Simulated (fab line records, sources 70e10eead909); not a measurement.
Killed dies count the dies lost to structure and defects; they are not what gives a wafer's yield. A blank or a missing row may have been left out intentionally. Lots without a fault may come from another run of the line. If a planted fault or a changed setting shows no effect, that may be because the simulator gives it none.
Which of the tools did it? || flow nand-harc || 6 lots, 17 wafers sampled, at 4 steps of a route of 1302

## WHAT THE GAUGES READ, wafer by wafer
NHARC_A_ONON_D1_THK_MEAS_21: measures by ellipsometry.
{"lot": "L514", "measured": "day 9 09:49", "on": "film-metro-01", "thk-nm (nm)": "987 987 988"}
{"lot": "L517", "measured": "day 10 17:22", "on": "film-metro-02", "thk-nm (nm)": "1001 1001 1001"}
{"lot": "L519", "measured": "day 11 16:13", "on": "film-metro-01", "thk-nm (nm)": "998 997 997"}
{"lot": "L523", "measured": "day 13 10:49", "on": "film-metro-02", "thk-nm (nm)": "994 997 996"}
{"lot": "L525", "measured": "day 14 12:52", "on": "film-metro-02", "thk-nm (nm)": "779 1000"}
{"lot": "L533", "measured": "day 17 09:54", "on": "film-metro-01", "thk-nm (nm)": "989 989 991"}

## WHAT TOOL EACH LOT RAN ON (gives the tool, then ch and the chambers of the sampled wafers, and finally the start)
{"lot": "L514", "NHARC_P_BONDPAD_PVD_27": "pvd-sputter-03, day 7 17:55 or earlier", "NHARC_P_BONDPAD_ACTIVATE_29": "rie-diel-02 ch 0,2, day 7 17:55", "NHARC_A_ONON_D1_DEP_19": "pecvd-onon-04 ch 0, day 9 09:19"}
{"lot": "L517", "NHARC_P_BONDPAD_PVD_27": "pvd-sputter-01, day 9 06:31 or earlier", "NHARC_P_BONDPAD_ACTIVATE_29": "rie-diel-07 ch 0,1,3, day 9 06:31", "NHARC_A_ONON_D1_DEP_19": "pecvd-onon-04 ch 0, day 10 16:55"}
{"lot": "L519", "NHARC_P_BONDPAD_PVD_27": "pvd-sputter-02, day 10 00:40 or earlier", "NHARC_P_BONDPAD_ACTIVATE_29": "rie-diel-04 ch 1,2,3, day 10 00:40", "NHARC_A_ONON_D1_DEP_19": "pecvd-onon-02 ch 0, day 11 15:46"}
{"lot": "L523", "NHARC_P_BONDPAD_PVD_27": "pvd-sputter-01, day 12 01:02 or earlier", "NHARC_P_BONDPAD_ACTIVATE_29": "rie-diel-02 ch 0,1,2, day 12 01:02", "NHARC_A_ONON_D1_DEP_19": "pecvd-onon-02 ch 0, day 13 10:22"}
{"lot": "L525", "NHARC_P_BONDPAD_PVD_27": "pvd-sputter-03, day 12 21:44 or earlier", "NHARC_P_BONDPAD_ACTIVATE_29": "rie-diel-02 ch 1, day 12 21:44", "NHARC_A_ONON_D1_DEP_19": "pecvd-onon-02 ch 0, day 14 12:21"}
{"lot": "L533", "NHARC_P_BONDPAD_PVD_27": "pvd-sputter-02, day 15 21:50 or earlier", "NHARC_P_BONDPAD_ACTIVATE_29": "rie-diel-02 ch 0,1,3, day 15 21:50", "NHARC_A_ONON_D1_DEP_19": "pecvd-onon-01 ch 0, day 17 09:23"}
- NHARC_P_BONDPAD_PVD_27: deposits Cu, target thk 30 nm, time 20.49 s.
- NHARC_P_BONDPAD_ACTIVATE_29: chemistry N2, time 60 s.
- NHARC_A_ONON_D1_DEP_19: target thk 1000 nm.

## THE ANSWER, worked out from the rows above alone
Rule: usual is defined by the lots themselves. The widest of any qualifying gaps counts: lots, ordered by their means at a reading, are off when they make up no more than a third of the lots, leave a main group of 4 or more, and stand apart from it by 3 or more times the standard deviation of that group's means. If all means in a main group match to the digits the tables above print for the reading, that group is not used. Also off: a lot with no number at a reading for which 4 or more lots have one. All remaining lots with rows at the step are treated as sound.
Off at NHARC_A_ONON_D1_THK_MEAS_21 (thk-nm): L525. Mean 994 nm and standard deviation 5 in the main group.
If a tool, at a process step before that reading, ran all the lots that are off and no sound lot after the first of them, it fits. Gauges at NHARC_A_ONON_D1_THK_MEAS_21: tried the same way as those tools. Because NHARC_P_BONDPAD_PVD_27 lacks a start for some lots, the hours and order of its lots are taken from NHARC_P_BONDPAD_ACTIVATE_29. Can't be told from this: 3 tools fit, pvd-sputter-03 at NHARC_P_BONDPAD_PVD_27, pecvd-onon-02 at NHARC_A_ONON_D1_DEP_19, film-metro-02 at NHARC_A_ONON_D1_THK_MEAS_21.

## WHAT WAS PUT IN BY THE SIMULATOR
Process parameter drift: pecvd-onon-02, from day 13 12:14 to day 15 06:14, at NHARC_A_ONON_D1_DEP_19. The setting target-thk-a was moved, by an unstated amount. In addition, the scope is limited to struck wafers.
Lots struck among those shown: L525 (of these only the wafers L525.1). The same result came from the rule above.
